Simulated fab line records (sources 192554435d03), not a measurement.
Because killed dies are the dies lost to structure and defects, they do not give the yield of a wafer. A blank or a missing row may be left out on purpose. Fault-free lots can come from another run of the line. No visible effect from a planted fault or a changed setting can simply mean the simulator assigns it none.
fab line records || flow n5_finfet
record {"lots": 12, "wafers": 36, "last_day": 17}
route steps=1938 shown BEOL_M6@1247 BEOL_M7@1270 PASSIVATION@1936
lots with no fault: from the same line, run without faults
start_h: start of the lot's first displayed wafer, in hours after the record's first day || wait_h: time in hours since the lot's previous step || " unchanged from the row above || L1.1+2: several wafers, shown together as one row || - no value, or no start given || * or withheld: withheld || < > ~ a bound
route shown NAME@n: NAME is a module with steps in the file, n the number in the route of the first one || usual: mean and standard deviation over wafers with no fault || same: alike in all rows || chamber/n: place in a boat || sites: each site's reading || _std_site: how widely they spread, as a standard deviation || _edge_site: the outer-site mean with the inner-site mean subtracted || radius_mm: how far each site lies from the wafer's centre || mask NAME#n: copy n || behind: the last tool/chamber to shape the wafer || hold: what put the lot on hold/how long, in hours/how the hold closed || device: transistor that didn't switch, given as n, p or np || end of line: at the end of the route, the tests of the same wafers || a step given without rows: its recipe and nothing more || killed: dies lost to structure and defects at the first sort, not the wafer's yield || map: a wafer's dies, marking killed ones x, the rest . and places with no die _
set.NAME: the run value of the setting; set.NAME@STEP: its run value at that earlier step || model.NAME: the simulator's own value behind a step, which no gauge read
route steps across a sampled set of lots; one table per step, one row per wafer
services: from which hour (start_h, from the record's first day; less than 0 if before it) a tool's chamber was out of use, for how many hours, and why
## steps
# step N5_BEOL_M6_CD_MEAS_35
# recipe {"target_cd_nm": 40, "target_cd_y_nm": 28, "polarity": "opening"}
# usual {"cd_nm": "39.9/0.47"}
{"lot.wafer": "L600.2", "tool": "cd_sem-01", "chamber": "-", "start_h": 178.22, "wait_h": 0.0, "cd_nm": 40.4}
{"lot.wafer": "L600.3", "tool": "cd_sem-01", "chamber": "-", "start_h": 178.22, "wait_h": 0.0, "cd_nm": 40.1}
{"lot.wafer": "L600.4", "tool": "cd_sem-01", "chamber": "-", "start_h": 178.22, "wait_h": 0.0, "cd_nm": 39.8}
{"lot.wafer": "L602.2", "tool": "cd_sem-01", "chamber": "-", "start_h": 184.46, "wait_h": 0.0, "cd_nm": 40.5}
{"lot.wafer": "L602.3", "tool": "cd_sem-01", "chamber": "-", "start_h": 184.46, "wait_h": 0.0, "cd_nm": 40.1}
{"lot.wafer": "L602.5", "tool": "cd_sem-01", "chamber": "-", "start_h": 184.46, "wait_h": 0.0, "cd_nm": 40.0}
{"lot.wafer": "L603.4", "tool": "cd_sem-03", "chamber": "-", "start_h": 207.32, "wait_h": 0.0, "cd_nm": 40.0}
{"lot.wafer": "L603.5", "tool": "cd_sem-03", "chamber": "-", "start_h": 207.32, "wait_h": 0.0, "cd_nm": 40.1}
{"lot.wafer": "L603.6", "tool": "cd_sem-03", "chamber": "-", "start_h": 207.32, "wait_h": 0.0, "cd_nm": 40.6}
{"lot.wafer": "L604.1", "tool": "cd_sem-01", "chamber": "-", "start_h": 217.95, "wait_h": 0.0, "cd_nm": 40.3}
{"lot.wafer": "L604.3", "tool": "cd_sem-01", "chamber": "-", "start_h": 217.95, "wait_h": 0.0, "cd_nm": 40.5}
{"lot.wafer": "L604.4", "tool": "cd_sem-01", "chamber": "-", "start_h": 217.95, "wait_h": 0.0, "cd_nm": 40.1}
{"lot.wafer": "L605.2", "tool": "cd_sem-02", "chamber": "-", "start_h": 227.89, "wait_h": 0.0, "cd_nm": 40.4}
{"lot.wafer": "L605.5", "tool": "cd_sem-02", "chamber": "-", "start_h": 227.89, "wait_h": 0.0, "cd_nm": 40.0}
{"lot.wafer": "L605.6", "tool": "cd_sem-02", "chamber": "-", "start_h": 227.89, "wait_h": 0.0, "cd_nm": 39.9}
{"lot.wafer": "L609.2", "tool": "cd_sem-03", "chamber": "-", "start_h": 242.86, "wait_h": 0.0, "cd_nm": 39.0}
{"lot.wafer": "L609.3", "tool": "cd_sem-03", "chamber": "-", "start_h": 242.86, "wait_h": 0.0, "cd_nm": 39.6}
{"lot.wafer": "L609.6", "tool": "cd_sem-03", "chamber": "-", "start_h": 242.86, "wait_h": 0.0, "cd_nm": 39.4}
{"lot.wafer": "L607.3", "tool": "cd_sem-01", "chamber": "-", "start_h": 254.29, "wait_h": 0.0, "cd_nm": 40.2}
{"lot.wafer": "L607.5", "tool": "cd_sem-01", "chamber": "-", "start_h": 254.29, "wait_h": 0.0, "cd_nm": 40.3}
{"lot.wafer": "L607.6", "tool": "cd_sem-01", "chamber": "-", "start_h": 254.29, "wait_h": 0.0, "cd_nm": 40.9}
{"lot.wafer": "L608.2", "tool": "cd_sem-03", "chamber": "-", "start_h": 254.81, "wait_h": 0.0, "cd_nm": 39.7}
{"lot.wafer": "L608.4", "tool": "cd_sem-03", "chamber": "-", "start_h": 254.81, "wait_h": 0.0, "cd_nm": 39.2}
{"lot.wafer": "L608.5", "tool": "cd_sem-03", "chamber": "-", "start_h": 254.81, "wait_h": 0.0, "cd_nm": 39.6}
{"lot.wafer": "L611.1", "tool": "cd_sem-02", "chamber": "-", "start_h": 276.26, "wait_h": 0.0, "cd_nm": 39.1}
{"lot.wafer": "L611.2", "tool": "cd_sem-02", "chamber": "-", "start_h": 276.26, "wait_h": 0.0, "cd_nm": 38.7}
{"lot.wafer": "L611.3", "tool": "cd_sem-02", "chamber": "-", "start_h": 276.26, "wait_h": 0.0, "cd_nm": 39.8}
{"lot.wafer": "L613.2", "tool": "cd_sem-02", "chamber": "-", "start_h": 288.74, "wait_h": 0.0, "cd_nm": 39.7}
{"lot.wafer": "L613.4", "tool": "cd_sem-02", "chamber": "-", "start_h": 288.74, "wait_h": 0.0, "cd_nm": 41.0}
{"lot.wafer": "L613.5", "tool": "cd_sem-02", "chamber": "-", "start_h": 288.74, "wait_h": 0.0, "cd_nm": 40.4}
{"lot.wafer": "L617.1", "tool": "cd_sem-01", "chamber": "-", "start_h": 310.31, "wait_h": 0.0, "cd_nm": 40.0}
{"lot.wafer": "L617.3", "tool": "cd_sem-01", "chamber": "-", "start_h": 310.31, "wait_h": 0.0, "cd_nm": 39.5}
{"lot.wafer": "L617.6", "tool": "cd_sem-01", "chamber": "-", "start_h": 310.31, "wait_h": 0.0, "cd_nm": 40.2}
{"lot.wafer": "L621.2", "tool": "cd_sem-02", "chamber": "-", "start_h": 325.25, "wait_h": 0.0, "cd_nm": 40.0}
{"lot.wafer": "L621.3", "tool": "cd_sem-02", "chamber": "-", "start_h": 325.25, "wait_h": 0.0, "cd_nm": 39.5}
{"lot.wafer": "L621.6", "tool": "cd_sem-02", "chamber": "-", "start_h": 325.25, "wait_h": 0.0, "cd_nm": 39.3}
# step N5_BEOL_M6_ALD_77
# recipe {"material": "TaN", "target_thk_a": 20, "temp_c": 275, "ald_precursor_family": "PDMAT", "ald_co_reactant": "NH3", "pressure_torr": 3, "carrier_flow_sccm": 1500, "pulse_time_s": 2, "purge_time_s": 3, "co_reactant_purge_time_s": 2, "co_reactant_pulse_time_s": 3, "ald_cycles": 40, "precursor_vessel_temp_c": 75, "precursor_vessel_pressure_torr": 26.25, "precursor_vessel_carrier_sccm": 1000}
# usual {"heater_power_w": "438/43"}
# same {"co_reactant_purge_time_s": 2, "pulse_time_s": 2}
{"lot.wafer": "L600.2", "tool": "ald_metal-03", "chamber": 1, "start_h": 179.19, "wait_h": 0.1, "heater_power_w": 469}
{"lot.wafer": "L600.3", "tool": "ald_metal-03", "chamber": 2, "start_h": 179.19, "wait_h": 0.1, "heater_power_w": 439}
{"lot.wafer": "L600.4", "tool": "ald_metal-03", "chamber": 0, "start_h": 179.19, "wait_h": 0.1, "heater_power_w": 469}
{"lot.wafer": "L602.2", "tool": "ald_metal-01", "chamber": 2, "start_h": 186.78, "wait_h": 0.3, "heater_power_w": 413}
{"lot.wafer": "L602.3", "tool": "ald_metal-01", "chamber": 1, "start_h": 186.78, "wait_h": 0.3, "heater_power_w": 513}
{"lot.wafer": "L602.5", "tool": "ald_metal-01", "chamber": 3, "start_h": 186.78, "wait_h": 0.3, "heater_power_w": 362}
{"lot.wafer": "L603.4", "tool": "ald_metal-02", "chamber": 1, "start_h": 210.30, "wait_h": 0.3, "heater_power_w": 388}
{"lot.wafer": "L603.5", "tool": "ald_metal-02", "chamber": 0, "start_h": 210.30, "wait_h": 0.3, "heater_power_w": 395}
{"lot.wafer": "L603.6", "tool": "ald_metal-02", "chamber": 1, "start_h": 210.30, "wait_h": 0.3, "heater_power_w": 386}
{"lot.wafer": "L604.1", "tool": "ald_metal-01", "chamber": 2, "start_h": 219.16, "wait_h": 0.4, "heater_power_w": 426}
{"lot.wafer": "L604.3", "tool": "ald_metal-01", "chamber": 1, "start_h": 219.16, "wait_h": 0.4, "heater_power_w": 524}
{"lot.wafer": "L604.4", "tool": "ald_metal-01", "chamber": 0, "start_h": 219.16, "wait_h": 0.4, "heater_power_w": 446}
{"lot.wafer": "L605.2", "tool": "ald_metal-01", "chamber": 1, "start_h": 228.73, "wait_h": 0.0, "heater_power_w": 513}
{"lot.wafer": "L605.5", "tool": "ald_metal-01", "chamber": 3, "start_h": 228.73, "wait_h": 0.0, "heater_power_w": 368}
{"lot.wafer": "L605.6", "tool": "ald_metal-01", "chamber": 2, "start_h": 228.73, "wait_h": 0.0, "heater_power_w": 419}
{"lot.wafer": "L609.2", "tool": "ald_metal-02", "chamber": 1, "start_h": 247.70, "wait_h": 0.0, "heater_power_w": 396}
{"lot.wafer": "L609.3", "tool": "ald_metal-02", "chamber": 2, "start_h": 247.70, "wait_h": 0.0, "heater_power_w": 434}
{"lot.wafer": "L609.6", "tool": "ald_metal-02", "chamber": 3, "start_h": 247.70, "wait_h": 0.0, "heater_power_w": 467}
{"lot.wafer": "L607.3", "tool": "ald_metal-02", "chamber": 3, "start_h": 255.12, "wait_h": 0.3, "heater_power_w": 472}
{"lot.wafer": "L607.5", "tool": "ald_metal-02", "chamber": 0, "start_h": 255.12, "wait_h": 0.3, "heater_power_w": 396}
{"lot.wafer": "L607.6", "tool": "ald_metal-02", "chamber": 1, "start_h": 255.12, "wait_h": 0.3, "heater_power_w": 391}
{"lot.wafer": "L608.2", "tool": "ald_metal-02", "chamber": 2, "start_h": 256.64, "wait_h": 0.1, "heater_power_w": 426}
{"lot.wafer": "L608.4", "tool": "ald_metal-02", "chamber": 0, "start_h": 256.64, "wait_h": 0.1, "heater_power_w": 394}
{"lot.wafer": "L608.5", "tool": "ald_metal-02", "chamber": 0, "start_h": 256.64, "wait_h": 0.1, "heater_power_w": 399}
{"lot.wafer": "L611.1", "tool": "ald_metal-03", "chamber": 2, "start_h": 276.99, "wait_h": 0.0, "heater_power_w": 445}
{"lot.wafer": "L611.2", "tool": "ald_metal-03", "chamber": 0, "start_h": 276.99, "wait_h": 0.0, "heater_power_w": 463}
{"lot.wafer": "L611.3", "tool": "ald_metal-03", "chamber": 1, "start_h": 276.99, "wait_h": 0.0, "heater_power_w": 475}
{"lot.wafer": "L613.2", "tool": "ald_metal-01", "chamber": 0, "start_h": 289.49, "wait_h": 0.1, "heater_power_w": 447}
{"lot.wafer": "L613.4", "tool": "ald_metal-01", "chamber": 2, "start_h": 289.49, "wait_h": 0.1, "heater_power_w": 413}
{"lot.wafer": "L613.5", "tool": "ald_metal-01", "chamber": 0, "start_h": 289.49, "wait_h": 0.1, "heater_power_w": 439}
{"lot.wafer": "L617.1", "tool": "ald_metal-03", "chamber": 0, "start_h": 310.95, "wait_h": 0.0, "heater_power_w": 458}
{"lot.wafer": "L617.3", "tool": "ald_metal-03", "chamber": 2, "start_h": 310.95, "wait_h": 0.0, "heater_power_w": 442}
{"lot.wafer": "L617.6", "tool": "ald_metal-03", "chamber": 2, "start_h": 310.95, "wait_h": 0.0, "heater_power_w": 439}
{"lot.wafer": "L621.2", "tool": "ald_metal-01", "chamber": 1, "start_h": 325.94, "wait_h": 0.1, "heater_power_w": 538}
{"lot.wafer": "L621.3", "tool": "ald_metal-01", "chamber": 2, "start_h": 325.94, "wait_h": 0.1, "heater_power_w": 413}
{"lot.wafer": "L621.6", "tool": "ald_metal-01", "chamber": 0, "start_h": 325.94, "wait_h": 0.1, "heater_power_w": 453}
# step N5_BEOL_M6_THK_MEAS_53
# recipe {"thk_meas_gauge": "xrf", "reads": "Cu_of_BEOL_M6_ECD_50"}
# usual {"M6_THK": "81.5/1.9"}
{"lot.wafer": "L600.2", "tool": "film_metro-01", "chamber": "-", "start_h": 180.82, "wait_h": "-", "M6_THK[nm]": 84.8}
{"lot.wafer": "L600.3", "tool": "film_metro-01", "chamber": "-", "start_h": 180.82, "wait_h": "-", "M6_THK[nm]": 84.1}
{"lot.wafer": "L600.4", "tool": "film_metro-01", "chamber": "-", "start_h": 180.82, "wait_h": "-", "M6_THK[nm]": 83.7}
{"lot.wafer": "L602.2", "tool": "film_metro-01", "chamber": "-", "start_h": 188.43, "wait_h": "-", "M6_THK[nm]": 80.0}
{"lot.wafer": "L602.3", "tool": "film_metro-01", "chamber": "-", "start_h": 188.43, "wait_h": "-", "M6_THK[nm]": 79.3}
{"lot.wafer": "L602.5", "tool": "film_metro-01", "chamber": "-", "start_h": 188.43, "wait_h": "-", "M6_THK[nm]": 78.7}
{"lot.wafer": "L603.4", "tool": "film_metro-01", "chamber": "-", "start_h": 212.35, "wait_h": "-", "M6_THK[nm]": 81.5}
{"lot.wafer": "L603.5", "tool": "film_metro-01", "chamber": "-", "start_h": 212.35, "wait_h": "-", "M6_THK[nm]": 81.7}
{"lot.wafer": "L603.6", "tool": "film_metro-01", "chamber": "-", "start_h": 212.35, "wait_h": "-", "M6_THK[nm]": 80.0}
{"lot.wafer": "L604.1", "tool": "film_metro-02", "chamber": "-", "start_h": 222.82, "wait_h": "-", "M6_THK[nm]": 81.0}
{"lot.wafer": "L604.3", "tool": "film_metro-02", "chamber": "-", "start_h": 222.82, "wait_h": "-", "M6_THK[nm]": 82.5}
{"lot.wafer": "L604.4", "tool": "film_metro-02", "chamber": "-", "start_h": 222.82, "wait_h": "-", "M6_THK[nm]": 81.1}
{"lot.wafer": "L605.2", "tool": "film_metro-02", "chamber": "-", "start_h": 230.38, "wait_h": "-", "M6_THK[nm]": 80.9}
{"lot.wafer": "L605.5", "tool": "film_metro-02", "chamber": "-", "start_h": 230.38, "wait_h": "-", "M6_THK[nm]": 83.5}
{"lot.wafer": "L605.6", "tool": "film_metro-02", "chamber": "-", "start_h": 230.38, "wait_h": "-", "M6_THK[nm]": 82.7}
{"lot.wafer": "L609.2", "tool": "film_metro-01", "chamber": "-", "start_h": 249.22, "wait_h": "-", "M6_THK[nm]": 78.9}
{"lot.wafer": "L609.3", "tool": "film_metro-01", "chamber": "-", "start_h": 249.22, "wait_h": "-", "M6_THK[nm]": 83.1}
{"lot.wafer": "L609.6", "tool": "film_metro-01", "chamber": "-", "start_h": 249.22, "wait_h": "-", "M6_THK[nm]": 82.6}
{"lot.wafer": "L607.3", "tool": "film_metro-01", "chamber": "-", "start_h": 257.00, "wait_h": "-", "M6_THK[nm]": 83.2}
{"lot.wafer": "L607.5", "tool": "film_metro-01", "chamber": "-", "start_h": 257.00, "wait_h": "-", "M6_THK[nm]": 82.7}
{"lot.wafer": "L607.6", "tool": "film_metro-01", "chamber": "-", "start_h": 257.00, "wait_h": "-", "M6_THK[nm]": 80.7}
{"lot.wafer": "L608.2", "tool": "film_metro-02", "chamber": "-", "start_h": 258.01, "wait_h": "-", "M6_THK[nm]": 81.1}
{"lot.wafer": "L608.4", "tool": "film_metro-02", "chamber": "-", "start_h": 258.01, "wait_h": "-", "M6_THK[nm]": 81.6}
{"lot.wafer": "L608.5", "tool": "film_metro-02", "chamber": "-", "start_h": 258.01, "wait_h": "-", "M6_THK[nm]": 81.6}
{"lot.wafer": "L611.1", "tool": "film_metro-01", "chamber": "-", "start_h": 278.26, "wait_h": "-", "M6_THK[nm]": 83.6}
{"lot.wafer": "L611.2", "tool": "film_metro-01", "chamber": "-", "start_h": 278.26, "wait_h": "-", "M6_THK[nm]": 83.6}
{"lot.wafer": "L611.3", "tool": "film_metro-01", "chamber": "-", "start_h": 278.26, "wait_h": "-", "M6_THK[nm]": 85.0}
{"lot.wafer": "L613.2", "tool": "film_metro-01", "chamber": "-", "start_h": 292.47, "wait_h": "-", "M6_THK[nm]": 80.6}
{"lot.wafer": "L613.4", "tool": "film_metro-01", "chamber": "-", "start_h": 292.47, "wait_h": "-", "M6_THK[nm]": 80.1}
{"lot.wafer": "L613.5", "tool": "film_metro-01", "chamber": "-", "start_h": 292.47, "wait_h": "-", "M6_THK[nm]": 81.0}
{"lot.wafer": "L617.1", "tool": "film_metro-01", "chamber": "-", "start_h": 312.60, "wait_h": "-", "M6_THK[nm]": 79.9}
{"lot.wafer": "L617.3", "tool": "film_metro-01", "chamber": "-", "start_h": 312.60, "wait_h": "-", "M6_THK[nm]": 79.0}
{"lot.wafer": "L617.6", "tool": "film_metro-01", "chamber": "-", "start_h": 312.60, "wait_h": "-", "M6_THK[nm]": 79.6}
{"lot.wafer": "L621.2", "tool": "film_metro-01", "chamber": "-", "start_h": 327.63, "wait_h": "-", "M6_THK[nm]": 80.8}
{"lot.wafer": "L621.3", "tool": "film_metro-01", "chamber": "-", "start_h": 327.63, "wait_h": "-", "M6_THK[nm]": 84.1}
{"lot.wafer": "L621.6", "tool": "film_metro-01", "chamber": "-", "start_h": 327.63, "wait_h": "-", "M6_THK[nm]": 81.1}
# step N5_BEOL_M7_COAT_05
# recipe {"resist": "CAR-ArF", "spin_rpm": 1500, "resist_thk_nm": 90}
# usual {"exhaust_pa": "45.0/0.88", "spin_speed_rpm": "1500.1/1.2"}
{"lot.wafer": "L600.2", "tool": "litho_track-05", "chamber": 0, "start_h": 181.94, "wait_h": "-", "exhaust_pa": 46.4, "spin_speed_rpm": 1496.2}
{"lot.wafer": "L600.3", "tool": "litho_track-05", "chamber": 0, "start_h": 181.94, "wait_h": "-", "exhaust_pa": 45.7, "spin_speed_rpm": 1501.5}
{"lot.wafer": "L600.4", "tool": "litho_track-05", "chamber": 0, "start_h": 181.94, "wait_h": "-", "exhaust_pa": 45.9, "spin_speed_rpm": 1499.9}
{"lot.wafer": "L602.2", "tool": "litho_track-05", "chamber": 0, "start_h": 190.94, "wait_h": "-", "exhaust_pa": 46.6, "spin_speed_rpm": 1498.8}
{"lot.wafer": "L602.3", "tool": "litho_track-05", "chamber": 0, "start_h": 190.94, "wait_h": "-", "exhaust_pa": 45.6, "spin_speed_rpm": 1501.6}
{"lot.wafer": "L602.5", "tool": "litho_track-05", "chamber": 0, "start_h": 190.94, "wait_h": "-", "exhaust_pa": 43.9, "spin_speed_rpm": 1500.5}
{"lot.wafer": "L603.4", "tool": "litho_track-04", "chamber": 0, "start_h": 215.33, "wait_h": "-", "exhaust_pa": 45.1, "spin_speed_rpm": 1499.5}
{"lot.wafer": "L603.5", "tool": "litho_track-04", "chamber": 0, "start_h": 215.33, "wait_h": "-", "exhaust_pa": 43.9, "spin_speed_rpm": 1499.7}
{"lot.wafer": "L603.6", "tool": "litho_track-04", "chamber": 0, "start_h": 215.33, "wait_h": "-", "exhaust_pa": 44.5, "spin_speed_rpm": 1498.0}
{"lot.wafer": "L604.1", "tool": "litho_track-01", "chamber": 0, "start_h": 225.48, "wait_h": "-", "exhaust_pa": 46.0, "spin_speed_rpm": 1499.7}
{"lot.wafer": "L604.3", "tool": "litho_track-01", "chamber": 0, "start_h": 225.48, "wait_h": "-", "exhaust_pa": 44.8, "spin_speed_rpm": 1500.2}
{"lot.wafer": "L604.4", "tool": "litho_track-01", "chamber": 0, "start_h": 225.48, "wait_h": "-", "exhaust_pa": 45.5, "spin_speed_rpm": 1499.5}
{"lot.wafer": "L605.2", "tool": "litho_track-04", "chamber": 0, "start_h": 232.82, "wait_h": "-", "exhaust_pa": 44.5, "spin_speed_rpm": 1502.2}
{"lot.wafer": "L605.5", "tool": "litho_track-04", "chamber": 0, "start_h": 232.82, "wait_h": "-", "exhaust_pa": 45.2, "spin_speed_rpm": 1501.4}
{"lot.wafer": "L605.6", "tool": "litho_track-04", "chamber": 0, "start_h": 232.82, "wait_h": "-", "exhaust_pa": 46.1, "spin_speed_rpm": 1501.1}
{"lot.wafer": "L609.2", "tool": "litho_track-04", "chamber": 0, "start_h": 250.70, "wait_h": "-", "exhaust_pa": 45.4, "spin_speed_rpm": 1502.2}
{"lot.wafer": "L609.3", "tool": "litho_track-04", "chamber": 0, "start_h": 250.70, "wait_h": "-", "exhaust_pa": 44.8, "spin_speed_rpm": 1499.8}
{"lot.wafer": "L609.6", "tool": "litho_track-04", "chamber": 0, "start_h": 250.70, "wait_h": "-", "exhaust_pa": 47.1, "spin_speed_rpm": 1501.6}
{"lot.wafer": "L607.3", "tool": "litho_track-01", "chamber": 0, "start_h": 258.01, "wait_h": "-", "exhaust_pa": 43.4, "spin_speed_rpm": 1500.2}
{"lot.wafer": "L607.5", "tool": "litho_track-01", "chamber": 0, "start_h": 258.01, "wait_h": "-", "exhaust_pa": 43.6, "spin_speed_rpm": 1498.7}
{"lot.wafer": "L607.6", "tool": "litho_track-01", "chamber": 0, "start_h": 258.01, "wait_h": "-", "exhaust_pa": 45.0, "spin_speed_rpm": 1498.3}
{"lot.wafer": "L608.2", "tool": "litho_track-05", "chamber": 0, "start_h": 261.07, "wait_h": "-", "exhaust_pa": 44.2, "spin_speed_rpm": 1501.3}
{"lot.wafer": "L608.4", "tool": "litho_track-05", "chamber": 0, "start_h": 261.07, "wait_h": "-", "exhaust_pa": 45.8, "spin_speed_rpm": 1496.5}
{"lot.wafer": "L608.5", "tool": "litho_track-05", "chamber": 0, "start_h": 261.07, "wait_h": "-", "exhaust_pa": 45.0, "spin_speed_rpm": 1499.1}
{"lot.wafer": "L611.1", "tool": "litho_track-01", "chamber": 0, "start_h": 280.16, "wait_h": "-", "exhaust_pa": 47.1, "spin_speed_rpm": 1499.8}
{"lot.wafer": "L611.2", "tool": "litho_track-01", "chamber": 0, "start_h": 280.16, "wait_h": "-", "exhaust_pa": 45.7, "spin_speed_rpm": 1499.6}
{"lot.wafer": "L611.3", "tool": "litho_track-01", "chamber": 0, "start_h": 280.16, "wait_h": "-", "exhaust_pa": 45.4, "spin_speed_rpm": 1499.7}
{"lot.wafer": "L613.2", "tool": "litho_track-04", "chamber": 0, "start_h": 294.25, "wait_h": "-", "exhaust_pa": 46.6, "spin_speed_rpm": 1502.1}
{"lot.wafer": "L613.4", "tool": "litho_track-04", "chamber": 0, "start_h": 294.25, "wait_h": "-", "exhaust_pa": 45.4, "spin_speed_rpm": 1500.5}
{"lot.wafer": "L613.5", "tool": "litho_track-04", "chamber": 0, "start_h": 294.25, "wait_h": "-", "exhaust_pa": 45.7, "spin_speed_rpm": 1500.2}
{"lot.wafer": "L617.1", "tool": "litho_track-05", "chamber": 0, "start_h": 314.17, "wait_h": "-", "exhaust_pa": 42.9, "spin_speed_rpm": 1551.5}
{"lot.wafer": "L617.3", "tool": "litho_track-05", "chamber": 0, "start_h": 314.17, "wait_h": "-", "exhaust_pa": 45.7, "spin_speed_rpm": 1551.1}
{"lot.wafer": "L617.6", "tool": "litho_track-05", "chamber": 0, "start_h": 314.17, "wait_h": "-", "exhaust_pa": 45.5, "spin_speed_rpm": 1551.6}
{"lot.wafer": "L621.2", "tool": "litho_track-05", "chamber": 0, "start_h": 329.13, "wait_h": "-", "exhaust_pa": 45.3, "spin_speed_rpm": 1550.7}
{"lot.wafer": "L621.3", "tool": "litho_track-05", "chamber": 0, "start_h": 329.13, "wait_h": "-", "exhaust_pa": 44.8, "spin_speed_rpm": 1550.4}
{"lot.wafer": "L621.6", "tool": "litho_track-05", "chamber": 0, "start_h": 329.13, "wait_h": "-", "exhaust_pa": 44.7, "spin_speed_rpm": 1550.2}
# step N5_PASSIVATION_PROBE_49
# usual {"defect_limited_yield": "91.2/1.4", "killed_at_M0_to_M3": "34/10", "killed_at_M4_up": "13/5.1", "killed_at_contacts": "12/6.5", "killed_at_front_end": "41/11", "killed_at_other": "4/3.3", "killed_dies": "104/16", "killed_open": "69/13", "killed_short": "33/7", "sort_bin_5_function": "5.1/0.91", "sort_bin_6_memory": "3.3/0.69", "sort_n_pass": "1076/16", "sort_yield_pct": "91.2/1.4"}
# same {"gross_dies": 1180, "killed_at_back_side": 0, "sort_bin_4_leakage[%]": 0, "sort_bin_8_speed[%]": 0}
{"lot.wafer": "L617.1", "tool": "prober-02", "chamber": "-", "start_h": 388.21, "wait_h": 0.0, "defect_limited_yield[%]": 91.0, "killed_at_M0_to_M3": 24, "killed_at_M4_up": 14, "killed_at_contacts": 15, "killed_at_front_end": 52, "killed_at_other": 1, "killed_dies": 106, "killed_open": 77, "killed_short": 29, "sort_bin_5_function[%]": 5.3, "sort_bin_6_memory[%]": 3.4, "sort_n_pass": 1074, "sort_yield_pct[%]": 91.0}
{"lot.wafer": "L617.3", "tool": "prober-02", "chamber": "-", "start_h": 388.31, "wait_h": 0.1, "defect_limited_yield[%]": 90.6, "killed_at_M0_to_M3": 43, "killed_at_M4_up": 11, "killed_at_contacts": 6, "killed_at_front_end": 41, "killed_at_other": 10, "killed_dies": 111, "killed_open": 81, "killed_short": 29, "sort_bin_5_function[%]": 5.8, "sort_bin_6_memory[%]": 3.2, "sort_n_pass": 1069, "sort_yield_pct[%]": 90.6}
{"lot.wafer": "L617.6", "tool": "prober-02", "chamber": "-", "start_h": 388.46, "wait_h": 0.3, "defect_limited_yield[%]": 89.6, "killed_at_M0_to_M3": 41, "killed_at_M4_up": 19, "killed_at_contacts": 16, "killed_at_front_end": 41, "killed_at_other": 6, "killed_dies": 123, "killed_open": 84, "killed_short": 31, "sort_bin_5_function[%]": 6.0, "sort_bin_6_memory[%]": 3.4, "sort_n_pass": 1057, "sort_yield_pct[%]": 89.6}
# killed by level:class
L617.1 STI_FIN_REVEAL:geometric_particle:open=31 MOL_CONTACT_COAG:geometric_particle:open=11 BEOL_M4:geometric_particle:open=8 BEOL_M0_SAQP:geometric_particle:short=7 BEOL_M2:geometric_particle:open=7 FIN_SAQP:geometric_particle:short=6 MOL_CONTACT_COAG:geometric_particle:short=4 DUMMY_GATE:geometric_particle:open=3
L617.3 STI_FIN_REVEAL:geometric_particle:open=16 DUMMY_GATE:geometric_particle:open=9 BEOL_M2:geometric_particle:open=9 BEOL_M0_SAQP:geometric_particle:short=7 BEOL_M1:geometric_particle:open=7 BEOL_M4:geometric_particle:open=7 MOL_CONTACT_COAG:geometric_particle:open=6 BEOL_M3:geometric_particle:open=5
L617.6 BEOL_M0_SAQP:geometric_particle:open=18 MOL_CONTACT_COAG:geometric_particle:open=14 STI_FIN_REVEAL:geometric_particle:open=11 BEOL_M0_SAQP:geometric_particle:short=11 BEOL_M4:geometric_particle:open=8 HKMG_FIN:area_etch=8 DUMMY_GATE:geometric_particle:open=6 GATE_CUT:geometric_particle:short=4
## services
{"tool": "ald_metal-03", "chamber": "-", "start_h": 186.55, "hours": 8.7, "kind": "pm"}
{"tool": "ald_metal-01", "chamber": 3, "start_h": 213.32, "hours": 10.2, "kind": "repair"}
{"tool": "ald_metal-01", "chamber": "-", "start_h": 276.29, "hours": 2.8, "kind": "pm"}
{"tool": "ald_metal-01", "chamber": "-", "start_h": 280.01, "hours": 1.3, "kind": "repair"}
{"tool": "ald_metal-02", "chamber": 0, "start_h": 317.79, "hours": 5.4, "kind": "repair"}
{"tool": "ald_metal-01", "chamber": 3, "start_h": 328.20, "hours": 3.6, "kind": "repair"}
## key
first_sign {"step": "N5_BEOL_M7_COAT_05", "reading": "spin_speed_rpm", "direction": "up", "sigmas": 41, "usual": "*", "struck": "*"}
effect none on later readings
met_at N5_BEOL_M7_COAT_05
struck_lots L617,L621
not_acting_at N5_BEOL_M6_CD_MEAS_35,N5_BEOL_M6_ALD_77,N5_BEOL_M6_THK_MEAS_53
onset_between 261.07 314.17
fault {"kind": "process_parameter_drift", "tool": "litho_track-05", "chamber": "-", "onset_h": 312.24, "steps": "N5_BEOL_M7_COAT_05", "channel": "spin_rpm", "offset": "*", "shape": "step", "end_h": 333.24, "acts_in": "*", "stated": "*"}
